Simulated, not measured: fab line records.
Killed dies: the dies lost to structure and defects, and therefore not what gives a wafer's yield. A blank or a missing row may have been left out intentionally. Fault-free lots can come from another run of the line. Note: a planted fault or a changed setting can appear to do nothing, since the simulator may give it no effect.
Which of the tools did it? ; flow n5_finfet ; 11 lots, 32 wafers sampled, at 3 steps of a route of 1938

## WHAT EACH GAUGE READ, for each wafer
N5_PASSIVATION_CD_MEAS_30: the cd target is 4000 nm.
lot;measured;on;cd_nm (nm)
L978;day 13 01:42;cd_sem-03;3999.5 4002.2 4000.6
L977;day 13 08:34;cd_sem-03;4000.9 4002.1 4005.9
L986;day 15 02:21;cd_sem-02;4000.1 3998.4 4000.7
L987;day 15 06:55;cd_sem-01;3998.2 4002.1 4001.1
L991;day 16 10:14;cd_sem-02;4003.4 4000.3 4003.8
L990;day 16 12:04;cd_sem-02;4000.4 3998.1 4001.0
L994;day 16 22:33;cd_sem-01;3999.6 4001.3 3998.6
L993;day 17 20:08;cd_sem-03;3999.4 4001.7 3999.8
L998;day 17 20:17;cd_sem-02;3999.4 4000.8 3998.6
L996;day 18 00:48;cd_sem-02;4002.4 4000.7 4000.4
L999;day 18 09:38;cd_sem-01;4000.3 3997.4

N5_PASSIVATION_OVL_MEAS_66.
lot;measured;on;PASS_OPEN_OVL (nm)
L978;day 13 03:38;overlay-02;7 0 4
L977;day 13 10:37;overlay-01;-2 -3 1
L986;day 15 04:17;overlay-01;-10 1 -5
L987;day 15 08:46;overlay-02;-4 7 -2
L991;day 16 12:09;overlay-02;6 10 2
L990;day 16 14:13;overlay-01;-1 2 -3
L994;day 17 00:28;overlay-01;-9 -1 -5
L993;day 17 22:07;overlay-02;-3 9 4
L998;day 17 22:10;overlay-01;-5 -5 0
L996;day 18 03:08;overlay-01;-2 -11 -13
L999;day 18 11:24;overlay-02;-5 7

## TOOL THAT RAN EACH LOT (tool first, then ch and the chambers of the sampled wafers, then the start)
lot;N5_PASSIVATION_ETCH_59
L978;rie_metal-01 ch 0,1, day 13 02:19
L977;rie_metal-01 ch 1, day 13 09:16
L986;rie_metal-02 ch 0,1, day 15 02:56
L987;rie_metal-01 ch 0,1, day 15 07:34
L991;rie_metal-03 ch 0,1, day 16 10:48
L990;rie_metal-01 ch 1, day 16 12:41
L994;rie_metal-03 ch 0,1, day 16 23:08
L993;rie_metal-03 ch 0,1, day 17 20:49
L998;rie_metal-01 ch 0,1, day 17 20:54
L996;rie_metal-01 ch 0,1, day 18 01:44
L999;rie_metal-02 ch 0, day 18 10:13
- N5_PASSIVATION_ETCH_59: etches TaN in Cl2/BCl3, target depth 65 nm, time 34.9 s.

## WHAT THE TOOLS THEMSELVES READ (means of the sampled wafers that have a number; where no wafer has one, the mark that the record gives instead)
N5_PASSIVATION_ETCH_59.
lot;tool;drypump_motor_current_A (A);he_backside_leak_sccm (sccm);oes_product_au (a.u.);rf_fwd_power_W (W);throttle_valve_pct (%)
L978;rie_metal-01;5.6;3.71;0.76;891;20.87
L977;rie_metal-01;4.7;3.35;0.88;893;20.94
L986;rie_metal-02;6.4;3.32;0.71;894;20.97
L987;rie_metal-01;5.1;3.40;0.80;893;20.94
L991;rie_metal-03;5.5;3.30;0.86;898;21.13
L990;rie_metal-01;4.7;3.47;0.85;897;20.98
L994;rie_metal-03;5.7;3.53;0.85;894;21.28
L993;rie_metal-03;5.7;3.34;0.85;894;21.30
L998;rie_metal-01;5.2;3.45;0.78;897;20.95
L996;rie_metal-01;5.2;3.45;0.78;896;20.94
L999;rie_metal-02;6.0;3.18;0.82;892;21.09

## THE ANSWER, worked out from the rows above alone
Rule: what is usual is taken from the lots themselves. The widest of any qualifying gaps counts: lots, ordered by their means at a reading, are off when they make up no more than a third of the lots, leave a main group of 4 or more, and stand apart from it by 3 or more times the standard deviation of that group's means. If all means in a main group match to the digits the tables above print for the reading, that group is not used. A lot without any number at a reading at which 4 lots or more have one is off too. The other lots that the step has rows for count as sound. First the gauges in route order, then the tools' own readings, where a lot's mean is used as printed above. The first step at which some lot is off is used, and at that step the reading that is off furthest; a lot without a number counts as furthest.
Nothing can be told from this: no lot is off at any reading shown.

## WHAT THE SIMULATOR HAD PUT IN
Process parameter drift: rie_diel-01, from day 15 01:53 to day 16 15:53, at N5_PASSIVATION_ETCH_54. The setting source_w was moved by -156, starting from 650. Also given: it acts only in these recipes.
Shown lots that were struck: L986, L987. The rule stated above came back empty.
